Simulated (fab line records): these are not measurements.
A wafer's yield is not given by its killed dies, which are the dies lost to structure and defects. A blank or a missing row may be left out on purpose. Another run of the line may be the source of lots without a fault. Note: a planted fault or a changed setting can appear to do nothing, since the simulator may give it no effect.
fab line records + flow nand_harc
record
- lots=11
- wafers=33
- last_day=24
route steps=1159 shown P_M0@275 P_M1@292
lots untouched by any fault: they come from a run of this same line in which no faults occurred
start_h: hours from the record's opening day to when the first of the lot's shown wafers began + wait_h: hours since the lot's step before + " identical to the entry in the row above + L1.1+2: a row that stands for several wafers + - either no value or no given start + * or withheld: withheld + < > ~ a bound
route shown NAME@n: a module of which the file shows steps, and the number in the route of the first + usual: mean and standard deviation over wafers with no fault + same: alike in all rows + chamber/n: place in a boat + sites: per-site readings + _std_site: standard deviation of those values + _edge_site: inner sites' mean taken away from outer sites' mean + radius_mm: for every site, how far away it sits from the centre of the wafer + mask NAME#n: copy n + behind: the tool/chamber that last shaped the wafer + hold: why the lot was held/for how many hours/how that ended + device: whichever transistor did not switch (one of n, p or np) + end of line: tests of these same wafers at the route's end + a step with no rows: only its recipe + killed: at the first sort, the dies lost to defects and structure; wafer yield is something else + map: dies across one wafer; x = killed, . = not, _ = none there
set.NAME: the setting the step ran with; set.NAME@STEP: the setting that earlier step ran with + model.NAME: the simulator's own value behind a step, which no gauge read
route steps across a sampled set of lots; one table per step, one row per wafer
services: a tool's chamber out of use, with start hour (start_h, from the record's first day; less than 0 if before it), hours out, and reason
## steps
# step NHARC_P_M0_PVD_21
# recipe
- target_thk_a=300
- chamber_pressure_pa=5
- power_w=5000
- substrate_temp_c=30
- time_s=20.49
- material=Cu
# usual
- throttle_valve_pct=30.4/1.2
| lot.wafer | tool           | chamber | start_h | wait_h | throttle_valve_pct |
|-----------|----------------|---------|---------|--------|--------------------|
| L884.2    | pvd_sputter-02 | -       | -       | -      | 28.3               |
| L884.4    | "              | -       | "       | "      | 31.0               |
| L884.6    | "              | -       | "       | "      | 31.0               |
| L885.1    | pvd_sputter-01 | -       | -       | -      | 30.6               |
| L885.3    | "              | -       | "       | "      | 32.3               |
| L885.6    | "              | -       | "       | "      | 32.1               |
| L888.3    | pvd_sputter-01 | -       | -       | -      | 28.2               |
| L888.6    | "              | -       | "       | "      | 30.6               |
| L888.5    | "              | -       | "       | "      | 28.4               |
| L887.1    | pvd_sputter-03 | -       | -       | -      | 31.5               |
| L887.3    | "              | -       | "       | "      | 30.4               |
| L887.5    | "              | -       | "       | "      | 30.3               |
| L889.3    | pvd_sputter-01 | -       | -       | -      | 32.2               |
| L889.2    | "              | -       | "       | "      | 32.2               |
| L889.1    | "              | -       | "       | "      | 28.4               |
| L893.4    | pvd_sputter-02 | -       | -       | -      | 30.2               |
| L893.3    | "              | -       | "       | "      | 30.5               |
| L893.2    | "              | -       | "       | "      | 31.1               |
| L895.1    | pvd_sputter-01 | -       | -       | -      | 31.5               |
| L895.3    | "              | -       | "       | "      | 31.0               |
| L895.5    | "              | -       | "       | "      | 31.6               |
| L897.2    | pvd_sputter-03 | -       | -       | -      | 30.1               |
| L897.3    | "              | -       | "       | "      | 30.2               |
| L897.5    | "              | -       | "       | "      | 30.3               |
| L903.3    | pvd_sputter-03 | -       | -       | -      | 31.3               |
| L903.2    | "              | -       | "       | "      | 30.2               |
| L903.6    | "              | -       | "       | "      | 30.0               |
| L904.1    | pvd_sputter-03 | -       | -       | -      | 30.4               |
| L904.3    | "              | -       | "       | "      | 30.3               |
| L904.5    | "              | -       | "       | "      | 30.2               |
| L907.2    | pvd_sputter-01 | -       | -       | -      | 31.3               |
| L907.3    | "              | -       | "       | "      | 31.1               |
| L907.6    | "              | -       | "       | "      | 27.4               |
# step NHARC_P_M0_INSPECT_27
# usual
- raw_defect_count=310/120
| lot.wafer | tool              | chamber | start_h | wait_h | raw_defect_count |
|-----------|-------------------|---------|---------|--------|------------------|
| L884.2    | defect_inspect-01 | -       | 111.25  | 0.0    | 284              |
| L884.4    | "                 | -       | "       | "      | 253              |
| L884.6    | "                 | -       | "       | "      | 369              |
| L885.1    | defect_inspect-02 | -       | 128.48  | 0.0    | 238              |
| L885.3    | "                 | -       | "       | "      | 286              |
| L885.6    | "                 | -       | "       | "      | 246              |
| L888.3    | defect_inspect-02 | -       | 144.80  | 0.0    | 345              |
| L888.5    | "                 | -       | "       | "      | 301              |
| L888.6    | "                 | -       | "       | "      | 318              |
| L887.1    | defect_inspect-02 | -       | 145.29  | 0.0    | 204              |
| L887.3    | "                 | -       | "       | "      | 120              |
| L887.5    | "                 | -       | "       | "      | 200              |
| L889.1    | defect_inspect-02 | -       | 150.83  | 0.0    | 355              |
| L889.2    | "                 | -       | "       | "      | 245              |
| L889.3    | "                 | -       | "       | "      | 349              |
| L893.2    | defect_inspect-02 | -       | 171.47  | 0.0    | 289              |
| L893.3    | "                 | -       | "       | "      | 436              |
| L893.4    | "                 | -       | "       | "      | 539              |
| L895.1    | defect_inspect-02 | -       | 192.88  | 0.0    | 331              |
| L895.3    | "                 | -       | "       | "      | 238              |
| L895.5    | "                 | -       | "       | "      | 262              |
| L897.2    | defect_inspect-02 | -       | 202.70  | 0.0    | 300              |
| L897.3    | "                 | -       | "       | "      | 594              |
| L897.5    | "                 | -       | "       | "      | 344              |
| L903.2    | defect_inspect-02 | -       | 228.59  | 0.0    | 218              |
| L903.3    | "                 | -       | "       | "      | 199              |
| L903.6    | "                 | -       | "       | "      | 392              |
| L904.1    | defect_inspect-01 | -       | 229.39  | 0.0    | 267              |
| L904.3    | "                 | -       | "       | "      | 207              |
| L904.5    | "                 | -       | "       | "      | 207              |
| L907.2    | defect_inspect-01 | -       | 252.65  | 0.0    | 216              |
| L907.3    | "                 | -       | "       | "      | 453              |
| L907.6    | "                 | -       | "       | "      | 225              |
# step NHARC_P_M1_EXPOSE_06
# recipe
- na=1.35
- target_cd_nm=130
- dose_mj=81.88
- mask_id=P_M1
# usual
- focus_offset_nm=0.1/0.51
- stage_vel_mm_s=499.99/0.24
| lot.wafer | tool            | chamber | start_h | wait_h | mask   | focus_offset_nm | stage_vel_mm_s |
|-----------|-----------------|---------|---------|--------|--------|-----------------|----------------|
| L884.2    | arfi_scanner-03 | 0       | 112.65  | -      | P_M1#0 | -0.8            | 499.79         |
| L884.4    | "               | 0       | "       | "      | P_M1#0 | -0.7            | 499.72         |
| L884.6    | "               | 0       | "       | "      | P_M1#0 | -0.3            | 499.97         |
| L885.1    | arfi_scanner-03 | 0       | 129.61  | -      | P_M1#0 | -0.4            | 500.73         |
| L885.3    | "               | 0       | "       | "      | P_M1#0 | 0.4             | 500.50         |
| L885.6    | "               | 0       | "       | "      | P_M1#0 | 0.1             | 500.39         |
| L888.3    | arfi_scanner-03 | 0       | 146.07  | -      | P_M1#0 | -0.3            | 500.08         |
| L888.5    | "               | 0       | "       | "      | P_M1#0 | 0.2             | 499.89         |
| L888.6    | "               | 0       | "       | "      | P_M1#0 | -0.5            | 500.08         |
| L887.1    | arfi_scanner-01 | 0       | 146.54  | -      | P_M1#0 | 0.8             | 499.53         |
| L887.3    | "               | 0       | "       | "      | P_M1#0 | 0.4             | 500.18         |
| L887.5    | "               | 0       | "       | "      | P_M1#0 | -0.4            | 499.98         |
| L889.1    | arfi_scanner-02 | 0       | 152.06  | -      | P_M1#0 | 0.6             | 499.87         |
| L889.2    | "               | 0       | "       | "      | P_M1#0 | 0.3             | 500.02         |
| L889.3    | "               | 0       | "       | "      | P_M1#0 | 0.4             | 499.81         |
| L893.2    | arfi_scanner-02 | 0       | 172.77  | -      | P_M1#0 | -1.2            | 499.93         |
| L893.3    | "               | 0       | "       | "      | P_M1#0 | -0.9            | 499.79         |
| L893.4    | "               | 0       | "       | "      | P_M1#0 | 0.0             | 500.03         |
| L895.1    | arfi_scanner-02 | 0       | 194.45  | -      | P_M1#0 | 0.7             | 500.13         |
| L895.3    | "               | 0       | "       | "      | P_M1#0 | 0.0             | 500.53         |
| L895.5    | "               | 0       | "       | "      | P_M1#0 | 0.5             | 500.21         |
| L897.2    | arfi_scanner-02 | 0       | 204.73  | -      | P_M1#0 | 0.7             | 499.85         |
| L897.3    | "               | 0       | "       | "      | P_M1#0 | 0.0             | 500.38         |
| L897.5    | "               | 0       | "       | "      | P_M1#0 | 0.2             | 500.03         |
| L903.2    | arfi_scanner-03 | 0       | 229.85  | -      | P_M1#0 | 0.2             | 499.65         |
| L903.3    | "               | 0       | "       | "      | P_M1#0 | -0.1            | 500.12         |
| L903.6    | "               | 0       | "       | "      | P_M1#0 | 0.1             | 500.09         |
| L904.1    | arfi_scanner-03 | 0       | 230.52  | -      | P_M1#0 | 0.4             | 499.94         |
| L904.3    | "               | 0       | "       | "      | P_M1#0 | -0.1            | 499.94         |
| L904.5    | "               | 0       | "       | "      | P_M1#0 | 0.8             | 500.00         |
| L907.2    | arfi_scanner-02 | 0       | 253.77  | -      | P_M1#0 | -0.1            | 500.28         |
| L907.3    | "               | 0       | "       | "      | P_M1#0 | 0.8             | 499.92         |
| L907.6    | "               | 0       | "       | "      | P_M1#0 | 0.3             | 499.75         |
# step NHARC_P_M1_CD_MEAS_09
# recipe
- target_cd_nm=130
- landing_energy_ev=500
# usual
- cd_nm=129.8/0.48
| lot.wafer | tool      | chamber | start_h | wait_h | cd_nm |
|-----------|-----------|---------|---------|--------|-------|
| L884.2    | cd_sem-03 | 0       | 112.79  | -      | 129.3 |
| L884.4    | "         | 0       | "       | "      | 129.8 |
| L884.6    | "         | 0       | "       | "      | 129.2 |
| L885.1    | cd_sem-01 | 0       | 129.75  | -      | 130.1 |
| L885.3    | "         | 0       | "       | "      | 130.0 |
| L885.6    | "         | 0       | "       | "      | 130.3 |
| L888.3    | cd_sem-02 | 0       | 146.21  | -      | 128.9 |
| L888.5    | "         | 0       | "       | "      | 129.2 |
| L888.6    | "         | 0       | "       | "      | 129.1 |
| L887.1    | cd_sem-02 | 0       | 146.68  | -      | 128.7 |
| L887.3    | "         | 0       | "       | "      | 129.1 |
| L887.5    | "         | 0       | "       | "      | 129.8 |
| L889.1    | cd_sem-03 | 0       | 152.20  | -      | 130.2 |
| L889.2    | "         | 0       | "       | "      | 129.4 |
| L889.3    | "         | 0       | "       | "      | 129.9 |
| L893.2    | cd_sem-02 | 0       | 172.91  | -      | 129.8 |
| L893.3    | "         | 0       | "       | "      | 129.4 |
| L893.4    | "         | 0       | "       | "      | 130.2 |
| L895.1    | cd_sem-01 | 0       | 194.59  | -      | 129.2 |
| L895.3    | "         | 0       | "       | "      | 142.2 |
| L895.5    | "         | 0       | "       | "      | 129.8 |
| L897.2    | cd_sem-03 | 0       | 204.87  | -      | 130.6 |
| L897.3    | "         | 0       | "       | "      | 142.4 |
| L897.5    | "         | 0       | "       | "      | 130.4 |
| L903.2    | cd_sem-03 | 0       | 229.98  | -      | 130.0 |
| L903.3    | "         | 0       | "       | "      | 129.6 |
| L903.6    | "         | 0       | "       | "      | 129.9 |
| L904.1    | cd_sem-02 | 0       | 230.66  | -      | 129.5 |
| L904.3    | "         | 0       | "       | "      | 130.1 |
| L904.5    | "         | 0       | "       | "      | 129.8 |
| L907.2    | cd_sem-03 | 0       | 253.91  | -      | 129.6 |
| L907.3    | "         | 0       | "       | "      | 129.4 |
| L907.6    | "         | 0       | "       | "      | 130.3 |
# step NHARC_P_M1_ETCH_28
# recipe
- target_depth_a=300
- over_etch_frac=0.3
- time_s=72.99
- ion_energy_ev=150
- cf4_flow_sccm=50
- n2_flow_sccm=100
- ar_flow_sccm=150
- rf_w=300
- bias_w=100
- chemistry=CF4/N2
# usual
- chamber_pressure_mTorr=30.005/0.027
- drypump_motor_current_A=5.7/0.44
- oes_product_au=1.002/0.0071
- rf_vpp_V=314.0/1.4
- showerhead_plenum_p_Torr=2.61/0.067
- throttle_valve_pct=19.795/0.009
| lot.wafer | tool        | chamber | start_h | wait_h | chamber_pressure_mTorr | drypump_motor_current_A | oes_product_au | rf_hours_counter_h | rf_vpp_V | showerhead_plenum_p_Torr | throttle_valve_pct |
|-----------|-------------|---------|---------|--------|------------------------|-------------------------|----------------|--------------------|----------|--------------------------|--------------------|
| L884.2    | rie_diel-07 | 1       | -       | -      | 29.998                 | 5.7                     | 1.004          | 5                  | 314.7    | 2.62                     | 19.803             |
| L884.4    | "           | 1       | "       | "      | 29.987                 | 5.6                     | 0.998          | -                  | 313.1    | 2.62                     | 19.796             |
| L884.6    | "           | 3       | "       | "      | 29.949                 | 6.7                     | 1.000          | -                  | 311.3    | 2.54                     | 19.784             |
| L885.3    | rie_diel-07 | 1       | -       | -      | 29.981                 | 5.7                     | 1.012          | 6                  | 314.2    | 2.62                     | 19.799             |
| L885.1    | "           | 2       | "       | "      | 30.035                 | 5.2                     | 0.999          | 6                  | 314.5    | 2.63                     | 19.809             |
| L885.6    | "           | 1       | "       | "      | 29.971                 | 5.6                     | 1.000          | -                  | 312.6    | 2.62                     | 19.791             |
| L888.3    | rie_diel-03 | 0       | -       | -      | 29.997                 | 4.9                     | 1.012          | 7                  | 314.1    | 2.68                     | 19.807             |
| L888.6    | "           | 0       | "       | "      | 29.971                 | 4.9                     | 1.013          | -                  | 315.7    | 2.68                     | 19.797             |
| L888.5    | "           | 1       | "       | "      | 29.984                 | 5.9                     | 1.009          | -                  | 314.2    | 2.59                     | 19.797             |
| L887.1    | rie_diel-03 | 2       | -       | -      | 29.995                 | 5.0                     | 1.002          | 6                  | 315.5    | 2.64                     | 19.786             |
| L887.3    | "           | 3       | "       | "      | 29.983                 | 5.4                     | 1.017          | 6                  | 315.1    | 2.64                     | 19.779             |
| L887.5    | "           | 1       | "       | "      | 30.032                 | 5.9                     | 1.007          | -                  | 314.5    | 2.59                     | 19.793             |
| L889.3    | rie_diel-07 | 0       | -       | -      | 30.026                 | 5.9                     | 0.998          | 7                  | 312.7    | 2.55                     | 19.794             |
| L889.2    | "           | 1       | "       | "      | 30.025                 | 5.6                     | 0.998          | 8                  | 312.6    | 2.62                     | 19.801             |
| L889.1    | "           | 2       | "       | "      | 29.998                 | 5.2                     | 1.004          | 7                  | 314.2    | 2.63                     | 19.805             |
| L893.2    | rie_diel-01 | 3       | -       | -      | 29.987                 | 6.1                     | 1.003          | 1                  | 312.3    | 2.49                     | 19.804             |
| L893.3    | "           | 2       | "       | "      | 30.011                 | 5.8                     | 1.003          | 1                  | 313.3    | 2.72                     | 19.785             |
| L893.4    | "           | 1       | "       | "      | 29.994                 | 5.6                     | 1.003          | -                  | 315.8    | 2.70                     | 19.806             |
| L895.3    | rie_diel-07 | 1       | -       | -      | 30.009                 | 5.7                     | 1.011          | 10                 | 313.9    | 2.62                     | 19.800             |
| L895.1    | "           | 2       | "       | "      | 30.008                 | 5.2                     | 1.004          | 10                 | 314.8    | 2.63                     | 19.802             |
| L895.5    | "           | 2       | "       | "      | 29.979                 | 5.2                     | 0.998          | -                  | 314.8    | 2.63                     | 19.797             |
| L897.3    | rie_diel-07 | 2       | -       | -      | 30.029                 | 5.2                     | 1.000          | 11                 | 314.5    | 2.63                     | 19.784             |
| L897.2    | "           | 3       | "       | "      | 29.983                 | 6.7                     | 0.997          | 11                 | 313.0    | 2.54                     | 19.792             |
| L897.5    | "           | 0       | "       | "      | 30.040                 | 5.8                     | 0.995          | -                  | 313.8    | 2.55                     | 19.783             |
| L903.2    | rie_diel-01 | 2       | -       | -      | 29.995                 | 5.8                     | 1.003          | 2                  | 314.4    | 2.72                     | 19.815             |
| L903.3    | "           | 3       | "       | "      | 29.996                 | 6.1                     | 1.015          | 2                  | 311.5    | 2.48                     | 19.791             |
| L903.6    | "           | 3       | "       | "      | 30.033                 | 6.1                     | 1.004          | -                  | 311.7    | 2.48                     | 19.786             |
| L904.1    | rie_diel-01 | 3       | -       | -      | 30.008                 | 6.1                     | 0.991          | 2                  | 312.0    | 2.48                     | 19.791             |
| L904.3    | "           | 0       | "       | "      | 30.037                 | 5.8                     | 0.993          | 2                  | 314.4    | 2.61                     | 19.800             |
| L904.5    | "           | 3       | "       | "      | 30.000                 | 6.2                     | 0.998          | -                  | 312.3    | 2.49                     | 19.795             |
| L907.3    | rie_diel-01 | 3       | -       | -      | 30.052                 | 6.1                     | 0.999          | 3                  | 311.5    | 2.48                     | 19.787             |
| L907.2    | "           | 0       | "       | "      | 29.991                 | 5.8                     | 1.002          | 2                  | 315.2    | 2.61                     | 19.805             |
| L907.6    | "           | 0       | "       | "      | 30.012                 | 5.8                     | 0.993          | -                  | 312.6    | 2.61                     | 19.769             |
## services
| tool            | chamber | start_h | hours | kind   |
|-----------------|---------|---------|-------|--------|
| pvd_sputter-03  | -       | 102.00  | 10.0  | pm     |
| rie_diel-07     | 0       | 105.43  | 8.5   | repair |
| arfi_scanner-02 | -       | 106.83  | 4.0   | repair |
| pvd_sputter-03  | -       | 122.19  | 4.2   | repair |
| rie_diel-01     | -       | 137.80  | 9.0   | pm     |
| arfi_scanner-03 | -       | 140.00  | 4.0   | pm     |
| pvd_sputter-01  | -       | 147.89  | 1.3   | repair |
| rie_diel-07     | 3       | 149.70  | 3.9   | repair |
| pvd_sputter-01  | -       | 158.00  | 10.0  | pm     |
| rie_diel-03     | 2       | 159.46  | 1.2   | repair |
| rie_diel-01     | 0       | 168.57  | 15.0  | repair |
| pvd_sputter-01  | -       | 169.28  | 0.5   | repair |
| rie_diel-07     | 1       | 170.41  | 8.4   | repair |
| rie_diel-01     | 3       | 176.85  | 10.7  | repair |
| rie_diel-07     | -       | 200.32  | 0.7   | repair |
| arfi_scanner-02 | -       | 201.33  | 1.2   | repair |
| pvd_sputter-02  | -       | 214.05  | 10.0  | pm     |
| rie_diel-03     | -       | 215.30  | 9.0   | pm     |
| arfi_scanner-02 | -       | 222.73  | 15.5  | repair |
| rie_diel-01     | 1       | 224.68  | 7.4   | repair |
| rie_diel-07     | -       | 228.20  | 9.0   | pm     |
| pvd_sputter-01  | -       | 234.33  | 4.0   | repair |
| rie_diel-01     | -       | 236.25  | 0.5   | repair |
| rie_diel-01     | 1       | 253.37  | 2.5   | repair |
## key
first_sign
- step=NHARC_P_M1_CD_MEAS_09
- reading=cd_nm
- direction=up
- sigmas=26
- usual=129.8
- struck=142.3
effect none on later readings
met_at NHARC_P_M1_EXPOSE_06
struck_lots L895,L897
struck_wafers L895.3,L897.3
not_acting_at NHARC_P_M0_PVD_21,NHARC_P_M0_INSPECT_27,NHARC_P_M1_ETCH_28
onset_between 172.77 194.45
fault
- kind=process_parameter_drift
- tool=arfi_scanner-02
- chamber=-
- onset_h=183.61
- steps=NHARC_P_M1_EXPOSE_06
- channel=focus_nm
- offset=133.27
- shape=step
- end_h=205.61
- scope=struck_wafers_only
